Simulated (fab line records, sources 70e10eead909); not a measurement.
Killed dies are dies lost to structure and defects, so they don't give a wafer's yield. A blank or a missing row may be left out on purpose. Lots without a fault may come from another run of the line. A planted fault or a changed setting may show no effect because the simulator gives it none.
A struck lot beside a sound one | flow nand_harc | 42 steps out of a route of 1302
Sound: wafers L223.2, L223.4, L223.6. Struck: wafers L229.3, L229.4, L229.6. The cause comes at the end.
At each step with rows: each side's tool, then ch and its chambers, then its first start. Under that, the readings that differ: sound wafers | struck wafers | difference of the means | sigmas: that difference in standard deviations of wafers without a fault.
alike: readings whose means differ by less than 2 such deviations, and words and numbers that are the same on both sides. not compared: withheld readings, readings that some wafer has no value for, bounds like >300 that may hide the same value, and numbers for which the record gives no deviation and whose values overlap.
The two part at a step that has a row with sigmas, a row that says differs or no value, or rows on one side only. Numbers that don't overlap but have no deviation are shown without sigmas and don't part them. A reading that every wafer of one side lacks parts them only if that side has two wafers or more.

first, 2 steps without rows for these wafers: NHARC_P_M2_STRIP_19 (strips in post etch residue remover, time 600 s); NHARC_P_M2_DEGAS_29 (time 60 s).
NHARC_P_M2_PRE_CLEAN_30: time 30 s.
  sound on pvd_sputter-01; struck on pvd_sputter-03
  alike: heater_power_w
NHARC_P_M2_PVD_20: deposits TaN, target thk 5 nm, time 8.06 s.
  sound on pvd_sputter-01; struck on pvd_sputter-03
  alike: throttle_valve_pct
then, 2 steps without rows for these wafers: NHARC_P_M2_PVD_21 (deposits Cu, target thk 30 nm, time 20.49 s); NHARC_P_M2_ECD_22 (material Cu, target thk 400 nm).
NHARC_P_M2_ANNEAL_31: time 90 s.
  sound on rtp_anneal-02 ch 0, day 8 21:56; struck on rtp_anneal-01 ch 0, day 11 10:19
  alike: wafer_temp_C_max
then, 1 step without rows for these wafers: NHARC_P_M2_CMP_23 (polishes, t overpolish 20 s, target thk 144.3 nm).
NHARC_P_M2_THK_MEAS_24: measures by xrf.
  sound on film_metro-02, day 8 22:32; struck on film_metro-02, day 11 10:53
  alike: thk_nm
then, 1 step without rows for these wafers: NHARC_P_M2_SRD_25.
NHARC_P_M2_INSPECT_27:
  sound on defect_inspect-01, day 8 22:43; struck on defect_inspect-02, day 11 11:02
  reading          | sound       | struck      | difference | sigmas
  raw_defect_count | 164 181 188 | 389 856 414 | +375       | +3
NHARC_P_M2_PRE_CLEAN_32: time 12 s.
  sound on pecvd-04 ch 0,2, day 8 22:49; struck on pecvd-02 ch 0,2, day 11 11:07
  reading                  | sound       | struck      | difference | sigmas
  heater_power_outer_w (W) | 450 409 448 | 295 361 308 | -114       | -2
  heater_power_w (W)       | 784 660 791 | 541 657 525 | -171       | -2
then, 3 steps without rows for these wafers: NHARC_P_M2_DEP_33 (deposits SiCN, target thk 30 nm); NHARC_P_BONDPAD_DEP_00 (deposits SiCN, target thk 250 nm); NHARC_P_BONDPAD_CMP_32 (polishes SiCN, target thk 200 nm).
NHARC_P_BONDPAD_THK_MEAS_33: measures by ellipsometry.
  sound on film_metro-01, day 8 23:56; struck on film_metro-02, day 11 12:14
  alike: thk_nm
then, 10 steps without rows for these wafers: NHARC_P_BONDPAD_SRD_34; NHARC_P_BONDPAD_DEHYDRATE_01 (time 120 s); NHARC_P_BONDPAD_HMDS_02 (time 30 s); NHARC_P_BONDPAD_COAT_36 (time 65 s); NHARC_P_BONDPAD_COAT_03 (resist thk 600 nm); NHARC_P_BONDPAD_SOFTBAKE_04 (time 70 s); NHARC_P_BONDPAD_EBR_05; NHARC_P_BONDPAD_EXPOSE_06 (exposes mask P BPAD); NHARC_P_BONDPAD_PEB_07 (peb time 80 s); NHARC_P_BONDPAD_DEVELOP_08 (time 50 s).
NHARC_P_BONDPAD_CD_MEAS_09: target cd 500 nm.
  sound on cd_sem-03 ch 0, day 9 00:32; struck on cd_sem-03 ch 0, day 11 12:49
  alike: cd_nm
NHARC_P_BONDPAD_OVL_MEAS_38:
  sound on overlay-02, day 9 00:37; struck on overlay-02, day 11 12:53
  alike: overlay_x_nm, overlay_y_nm
then, 4 steps without rows for these wafers: NHARC_P_BONDPAD_HARDBAKE_10 (time 65 s); NHARC_P_BONDPAD_DESCUM_11 (chemistry O2, time 3 s); NHARC_P_BONDPAD_ETCH_37 (etches the open film in N2/H2, target depth 60 nm, overetch 18 nm, time 65.91 s); NHARC_P_BONDPAD_ETCH_12 (etches the open film in CHF3/O2, target depth 200 nm, time 100 s).
NHARC_P_BONDPAD_CD_MEAS_13:
  sound on cd_sem-03, day 9 01:06; struck on cd_sem-02, day 11 13:23
  alike: cd_nm
then, 1 step without rows for these wafers: NHARC_P_BONDPAD_STRIP_15 (strips in O2).
NHARC_P_BONDPAD_ETCH_24: etches the open film in CF4/N2, target depth 30 nm, time 72.99 s.
  sound on rie_diel-11 ch 2,3; struck on rie_diel-11 ch 0,3, day 11 13:39
  alike: drypump_motor_current_A, oes_product_au, rf_vpp_V, showerhead_plenum_p_Torr, throttle_valve_pct
  not compared: rf_hours_counter_h
then, 1 step without rows for these wafers: NHARC_P_BONDPAD_STRIP_16 (strips in post etch residue remover, time 600 s).
NHARC_P_BONDPAD_DEGAS_25: time 60 s.
  sound on pvd_sputter-02, day 9 01:43; struck on pvd_sputter-01, day 11 14:04
  alike: heater_power_w
then, 4 steps without rows for these wafers: NHARC_P_BONDPAD_PRE_CLEAN_26 (time 30 s); NHARC_P_BONDPAD_PVD_17 (deposits TaN, target thk 5 nm, time 8.06 s); NHARC_P_BONDPAD_PVD_27 (deposits Cu, target thk 30 nm, time 20.49 s); NHARC_P_BONDPAD_ECD_18 (material Cu, target thk 400 nm).
-- the record jumps here: 18 days lie between the struck wafers' starts before and after (it left off in module P_BONDPAD and takes up again in module END, whose first step shown is number 1302 of the route) --
NHARC_END_SORT_01:
  sound on prober-01 ch 0, day 26 14:22; struck on prober-01 ch 0, day 29 19:43
  reading             | sound | struck   | difference | sigmas
  killed_at_array     | 75    | 39 36 36 | -38        | -2
  killed_at_periphery | 3     | 70 69 68 | +66        | +28
  alike: killed_at_other, killed_dies, killed_open, killed_short

WHERE THEY PART
First at NHARC_P_M2_INSPECT_27; last, within this record, at NHARC_END_SORT_01.

WHY: what the simulator had put in
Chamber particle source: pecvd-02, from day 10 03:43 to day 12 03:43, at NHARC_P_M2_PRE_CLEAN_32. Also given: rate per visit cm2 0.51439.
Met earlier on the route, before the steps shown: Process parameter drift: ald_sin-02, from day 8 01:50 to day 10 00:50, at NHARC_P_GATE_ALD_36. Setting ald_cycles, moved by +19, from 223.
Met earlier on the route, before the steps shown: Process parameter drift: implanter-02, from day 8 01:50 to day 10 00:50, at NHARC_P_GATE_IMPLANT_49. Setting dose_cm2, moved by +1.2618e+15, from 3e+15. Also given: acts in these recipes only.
